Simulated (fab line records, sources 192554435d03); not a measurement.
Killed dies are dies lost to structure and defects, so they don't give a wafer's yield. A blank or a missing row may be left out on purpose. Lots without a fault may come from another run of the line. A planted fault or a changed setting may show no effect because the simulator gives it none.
Split-lot experiment | flow n5_finfet | 7 lots, 21 wafers read, on a route of 1938 steps

THE SPLIT
At N5_BEOL_M4_ETCH_64 (etches SOC in N2/H2, target depth 75 nm, overetch 22.5 nm, time 121.9 s), the setting bias_w was moved away from the recipe's 150 W on 7 of the 21 wafers read, by -16.7% to +13.4%. The other wafers ran this setting at the recipe's value.

The reading is taken at the split's own step.

THE READING
rf_vpp_V, in V, at N5_BEOL_M4_ETCH_64 (etches SOC in N2/H2, target depth 75 nm, overetch 22.5 nm, time 121.9 s). Fault-free wafers of this fab line usually give 523.8 V, standard deviation 1.8 V.

wafer  | tool, chamber at the split | bias_w as run, W | against the recipe | rf_vpp_V, V | against lot-mates on the recipe
L074.1 | rie_diel-06, 2             | 150              | recipe             | 522.3       | -
L074.4 | rie_diel-06, 3             | 138.5            | -7.7%              | 496.5       | -25.8
L074.5 | rie_diel-06, 2             | 138.5            | -7.7%              | 496.2       | -26.1
L077.1 | rie_diel-04, 3             | 150              | recipe             | 523.8       | -
L077.3 | rie_diel-04, 2             | 131              | -12.7%             | 482.2       | -42.7
L077.5 | rie_diel-04, 2             | 150              | recipe             | 526.0       | -
L079.2 | rie_diel-02, 0             | 150              | recipe             | 527.3       | -
L079.4 | rie_diel-02, 1             | 150              | recipe             | 523.3       | -
L079.6 | rie_diel-02, 1             | 150              | recipe             | 521.6       | -
L080.2 | rie_diel-02, 2             | 150              | recipe             | 526.6       | -
L080.4 | rie_diel-02, 3             | 125              | -16.7%             | 470.6       | -53.3
L080.5 | rie_diel-02, 1             | 150              | recipe             | 521.2       | -
L083.1 | rie_diel-06, 1             | 170.1            | +13.4%             | 569.5       | +47.1
L083.4 | rie_diel-06, 3             | 150              | recipe             | 523.0       | -
L083.6 | rie_diel-06, 0             | 150              | recipe             | 521.8       | -
L095.2 | rie_diel-06, 0             | 150              | recipe             | 523.3       | -
L095.3 | rie_diel-06, 2             | 150              | recipe             | 521.9       | -
L095.5 | rie_diel-06, 2             | 159              | +6.0%              | 542.0       | +19.4
L094.1 | rie_diel-04, 0             | 162.4            | +8.3%              | 551.1       | +27.1
L094.3 | rie_diel-04, 3             | 150              | recipe             | 524.6       | -
L094.6 | rie_diel-04, 3             | 150              | recipe             | 523.4       | -

THE FIT
A straight line over all 21 wafers: rf_vpp_V changes by +3.31 V for each +1% of bias_w; r = +1.00; the points scatter about the line by 1.8 V.
The same after taking each lot's own level away (the mean of its wafers on the recipe; 21 wafers): +3.34 V for each +1%; r = +1.00; scatter 1.6 V.
On that fit, the largest move of bias_w shifts the reading by 56 V.
The lots' own levels span 522.30 to 524.90 V, that is 1.4 times the standard deviation above.
So the lot-to-lot level changes the slope little: the two slopes agree.
Check: with one of the wafers moved furthest among these (-16.7%) left out of the fit, the line predicts -56.7 V for it against its lot-mates. It came out at -53.3 V against them.
Tool readings at the split's step, against how far the setting was moved: rf_vpp_V r = +1.00.

OTHER SPLITS ON THESE WAFERS
These wafers also went through other splits before the reading. Each is held against what the fit with the lots' levels taken away leaves over:
other split on the same wafers     | wafers away from the commonest value | r with rf_vpp_V (lot level and that fit taken away)
N5_BEOL_M1_EXPOSE_08 dose_mj       | 8                                    | -0.16
N5_BEOL_M2_TRENCH_ETCH_37 source_w | 4                                    | +0.00
N5_BEOL_M3_TRENCH_ETCH_37 source_w | 9                                    | -0.10

THE WHOLE CHAIN: every reading that the file lists as answering this split, in the file's order
step               | what it does                                                            | reading                                                                          | change (the file's fit)                | r (the file's)
N5_BEOL_M4_ETCH_64 | etches SOC in N2/H2, target depth 75 nm, overetch 22.5 nm, time 121.9 s | rf_vpp_V                                                                         | +3.33 V for each +1% of the setting    | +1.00
N5_BEOL_M4_ETCH_64 | etches SOC in N2/H2, target depth 75 nm, overetch 22.5 nm, time 121.9 s | SiARC_of_BEOL_M4_COAT_62.thk_nm (the simulator's own value, which no gauge read) | -0.0698 nm for each +1% of the setting | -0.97

THE FILE'S OWN FIT
rf_vpp_V changes by +3.33 V for each +1% of bias_w, r = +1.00.
